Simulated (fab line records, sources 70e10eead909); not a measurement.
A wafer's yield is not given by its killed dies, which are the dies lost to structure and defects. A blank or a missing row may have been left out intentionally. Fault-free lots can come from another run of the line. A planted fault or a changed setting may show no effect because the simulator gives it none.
Which tool was responsible? || flow nand_harc || 12 lots with 36 wafers sampled at 2 steps, on a route of 1302 steps

== WHAT THE GAUGES READ, wafer by wafer ==
NHARC_A_CONTACT_INSPECT_23.
{"lot": "L074", "measured": "day 22 17:56", "on": "defect_inspect-02", "raw_defect_count": "539 604 605"}
{"lot": "L077", "measured": "day 23 18:18", "on": "defect_inspect-01", "raw_defect_count": "663 552 581"}
{"lot": "L079", "measured": "day 24 07:53", "on": "defect_inspect-01", "raw_defect_count": "464 446 452"}
{"lot": "L081", "measured": "day 24 23:27", "on": "defect_inspect-02", "raw_defect_count": "436 636 592"}
{"lot": "L083", "measured": "day 26 09:41", "on": "defect_inspect-02", "raw_defect_count": "757 554 489"}
{"lot": "L086", "measured": "day 26 22:50", "on": "defect_inspect-01", "raw_defect_count": "732 599 574"}
{"lot": "L087", "measured": "day 28 05:16", "on": "defect_inspect-02", "raw_defect_count": "517 485 513"}
{"lot": "L089", "measured": "day 29 19:41", "on": "defect_inspect-02", "raw_defect_count": "376 470 382"}
{"lot": "L091", "measured": "day 30 09:28", "on": "defect_inspect-02", "raw_defect_count": "577 677 643"}
{"lot": "L094", "measured": "day 30 15:28", "on": "defect_inspect-02", "raw_defect_count": "477 468 600"}
{"lot": "L096", "measured": "day 31 10:53", "on": "defect_inspect-02", "raw_defect_count": "593 652 593"}
{"lot": "L095", "measured": "day 31 20:17", "on": "defect_inspect-02", "raw_defect_count": "514 388 586"}

== WHAT TOOL EACH LOT RAN ON (gives the tool, then ch and the chambers of the sampled wafers, and finally the start) ==
{"lot": "L074", "NHARC_A_CONTACT_ETCH_31": "rie_diel-03 ch 2,3, day 22 17:56 or earlier"}
{"lot": "L077", "NHARC_A_CONTACT_ETCH_31": "rie_diel-02 ch 1,2,3, day 23 18:18 or earlier"}
{"lot": "L079", "NHARC_A_CONTACT_ETCH_31": "rie_diel-03 ch 0,2,3, day 24 07:53 or earlier"}
{"lot": "L081", "NHARC_A_CONTACT_ETCH_31": "rie_diel-13 ch 1,2, day 24 23:27 or earlier"}
{"lot": "L083", "NHARC_A_CONTACT_ETCH_31": "rie_diel-02 ch 0,2,3, day 26 09:41 or earlier"}
{"lot": "L086", "NHARC_A_CONTACT_ETCH_31": "rie_diel-02 ch 0,1,2, day 26 22:50 or earlier"}
{"lot": "L087", "NHARC_A_CONTACT_ETCH_31": "rie_diel-03 ch 1,3, day 28 05:16 or earlier"}
{"lot": "L089", "NHARC_A_CONTACT_ETCH_31": "rie_diel-02 ch 0,2,3, day 29 19:41 or earlier"}
{"lot": "L091", "NHARC_A_CONTACT_ETCH_31": "rie_diel-03 ch 1,2,3, day 30 09:28 or earlier"}
{"lot": "L094", "NHARC_A_CONTACT_ETCH_31": "rie_diel-03 ch 0,1,2, day 30 15:28 or earlier"}
{"lot": "L096", "NHARC_A_CONTACT_ETCH_31": "rie_diel-13 ch 0,2, day 31 10:53 or earlier"}
{"lot": "L095", "NHARC_A_CONTACT_ETCH_31": "rie_diel-02 ch 0,1,3, day 31 20:17 or earlier"}
- NHARC_A_CONTACT_ETCH_31: etches the open film in O2/COS, target depth 2800 nm, time 728 s.

== THE ANSWER, worked out from the rows above alone ==
Rule: the usual values come from the lots themselves. Put in order of their means at a reading, lots are off if they are a third of the lots or fewer, leave a main group of 4 or more, and stand apart from it by a gap of 3 or more times the standard deviation of the main group's means; of several such gaps the widest counts. A main group is skipped when, at the precision printed for the reading in the tables above, its means are all equal. A lot without any number at a reading at which 4 lots or more have one is off too. All remaining lots with rows at the step are treated as sound.
None of the lots is off at any reading shown; this tells nothing.

== WHAT THE SIMULATOR HAD INSERTED ==
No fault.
